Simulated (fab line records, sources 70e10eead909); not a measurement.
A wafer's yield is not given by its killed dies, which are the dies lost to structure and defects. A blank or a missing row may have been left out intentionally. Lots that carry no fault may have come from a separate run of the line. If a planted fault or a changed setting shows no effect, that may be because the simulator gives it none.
The tool behind it: which one? -- flow nand harc -- 42 wafers from 14 lots sampled at 5 of the route's 1302 steps

## WHAT THE GAUGES READ, wafer by wafer
NHARC_A_SOURCE_PLATE_THK_MEAS_09: measures by ellipsometry. Usual: thk nm 9.7 nm, standard deviation 1.
lot,measured,on,thk nm (nm),flag
L522,day 7 04:30,film metro-01,8.8 10.9 10.6,
L524,day 7 22:53,film metro-01,10.2 9.5 10.1,
L523,day 7 22:53,film metro-02,10.4 9.6 9.3,
L525,day 8 11:56,film metro-02,11.4 9.0 8.8,
L528,day 9 20:30,film metro-01,10.5 8.2 10.8,
L529,day 10 01:17,film metro-02,10.7 11.7 9.7,
L530,day 10 13:23,film metro-01,9.5 10.4 9.2,
L534,day 12 07:52,film metro-02,9.0 10.5 10.1,
L535,day 12 13:35,film metro-01,7.4 9.5 9.4,
L538,day 14 00:02,film metro-01,10.1 10.0 7.3,
L542,day 15 21:11,film metro-01,7.4 9.8 9.6,
L543,day 16 08:17,film metro-01,9.4 8.8 7.6,
L544,day 16 08:17,film metro-02,8.6 9.1 8.9,
L545,day 16 19:21,film metro-01,11.1 10.1 11.3,

NHARC_A_ONON_D1_THK_MEAS_14: measures by ellipsometry. Usual: thk nm 999 nm, standard deviation 9.8.
lot,measured,on,thk nm (nm),flag
L522,day 7 19:49,film metro-01,996 994 996,
L524,day 8 14:13,film metro-01,992 992 992,
L523,day 8 14:12,film metro-01,990 991 991,
L525,day 9 03:27,film metro-01,991 993 993,
L528,day 10 14:10,film metro-01,991 993 991,
L529,day 10 17:44,film metro-01,999 998 997,
L530,day 11 06:19,film metro-02,1007 1007 1008,
L534,day 12 23:46,film metro-02,1579 1578 1577 1581 1579 1578,OFF
L535,day 13 05:25,film metro-01,1574 1574 1574 1575 1572 1576,OFF
L538,day 14 17:42,film metro-01,1020 1021 1020,
L542,day 16 14:02,film metro-01,1002 1004 1003,
L543,day 17 00:17,film metro-01,1003 1004 1004,
L544,day 17 00:17,film metro-01,982 982 981,
L545,day 17 11:44,film metro-01,994 994 991,

NHARC_A_ONON_D1_INSPECT_32. Usual: raw defect count 73, standard deviation 26.
lot,measured,on,raw defect count,flag
L522,day 8 06:22,defect inspect-01,62 114 55,
L524,day 9 01:14,defect inspect-01,134 100 71,
L523,day 9 01:10,defect inspect-02,74 64 59,
L525,day 9 14:01,defect inspect-01,61 35 53,
L528,day 11 00:29,defect inspect-02,33 29 54,
L529,day 11 06:43,defect inspect-01,81 86 100,
L530,day 11 16:56,defect inspect-01,65 40 49,
L538,day 15 04:04,defect inspect-02,51 68 28,
L542,day 17 01:06,defect inspect-02,103 112 137,
L543,day 17 12:47,defect inspect-02,54 54 62,
L544,day 17 12:48,defect inspect-01,33 91 72,
L545,day 17 22:19,defect inspect-01,123 105 115,

## WHICH TOOL RAN EACH LOT (tool, then ch and the chambers of the sampled wafers, then the start)
lot,NHARC_P_BONDPAD_CMP_19,NHARC_A_ONON_D1_DEP_12
L522,"cmp-01 ch 0,1,2, day 6 18:28","pecvd onon-04 ch 0, day 7 19:18"
L524,"cmp-01 ch 1,2,3, day 7 12:47","pecvd onon-01 ch 0, day 8 13:44"
L523,"cmp-02 ch 1,2, day 7 13:41","pecvd onon-04 ch 0, day 8 13:47"
L525,"cmp-02 ch 2,3, day 8 01:25","pecvd onon-04 ch 0, day 9 03:04"
L528,"cmp-02 ch 1,2, day 9 09:43","pecvd onon-04 ch 0, day 10 13:39"
L529,"cmp-01 ch 0,1, day 9 14:43","pecvd onon-04 ch 0, day 10 17:13"
L530,"cmp-04 ch 1,2,3, day 10 02:50","pecvd onon-03 ch 0, day 11 05:52"
L534,"cmp-02 ch 0,1,2, day 11 21:07","pecvd onon-04 ch 0, day 12 23:19"
L535,"cmp-01 ch 1,2,3, day 12 03:05","pecvd onon-04 ch 0, day 13 04:57"
L538,"cmp-01 ch 1,2,3, day 13 14:46","pecvd onon-01 ch 0, day 14 17:11"
L542,"cmp-01 ch 0,2,3, day 15 11:06","pecvd onon-03 ch 0, day 16 13:35"
L543,"cmp-01 ch 0,2,3, day 15 21:38","pecvd onon-04 ch 0, day 16 23:53"
L544,"cmp-04 ch 0,3, day 16 00:36","pecvd onon-03 ch 0, day 16 23:50"
L545,"cmp-04 ch 2,3, day 16 07:18","pecvd onon-04 ch 0, day 17 11:20"
- NHARC_P_BONDPAD_CMP_19: polishes, t overpolish 30 s, cu recess touch 16 s, target thk 160.81 nm.
- NHARC_A_ONON_D1_DEP_12: target thk 1000 nm.

## WHAT THE TOOLS THEMSELVES READ (means of the sampled wafers that have a number; where no wafer has one, the mark that the record gives instead)
NHARC_P_BONDPAD_CMP_19. Usual: motor current A 12.3 A, standard deviation 0.71; overpolish run s 30.000 s, standard deviation 0.009.
lot,tool,motor current A (A),overpolish run s (s),flag
L522,cmp-01,12.6,30.006,
L524,cmp-01,12.2,30.000,
L523,cmp-02,12.1,29.991,
L525,cmp-02,11.4,30.002,
L528,cmp-02,12.0,29.997,
L529,cmp-01,12.5,29.992,
L530,cmp-04,12.8,29.996,
L534,cmp-02,12.4,30.002,
L535,cmp-01,12.1,30.006,
L538,cmp-01,12.1,30.006,
L542,cmp-01,12.3,30.003,
L543,cmp-01,12.2,29.991,
L544,cmp-04,12.4,29.998,
L545,cmp-04,12.3,29.996,

## THE ANSWER, worked out from the rows above alone
Rule: a lot counts as off when the mean over its wafers that have a number is more than 3 standard deviations away from the usual mean. A lot without any number at a reading at which 4 lots or more have one is off too. Where the step has rows for the other lots, those lots are counted as sound. After the gauges, taken in route order, come the tools' own readings; for these a lot's mean is taken, as printed above. The first step at which some lot is off is used, and at that step the reading that is off furthest; a lot without a number counts as furthest.
Off: L534, L535, at NHARC_A_ONON_D1_THK_MEAS_14 (thk nm).
A tool fits if, at a process step before that reading, it ran every lot that is off, and no sound lot after the first of them. The gauges at NHARC_A_ONON_D1_THK_MEAS_14 are tried like those tools. None of those tried fits.

## WHAT HAD BEEN PUT IN BY THE SIMULATOR
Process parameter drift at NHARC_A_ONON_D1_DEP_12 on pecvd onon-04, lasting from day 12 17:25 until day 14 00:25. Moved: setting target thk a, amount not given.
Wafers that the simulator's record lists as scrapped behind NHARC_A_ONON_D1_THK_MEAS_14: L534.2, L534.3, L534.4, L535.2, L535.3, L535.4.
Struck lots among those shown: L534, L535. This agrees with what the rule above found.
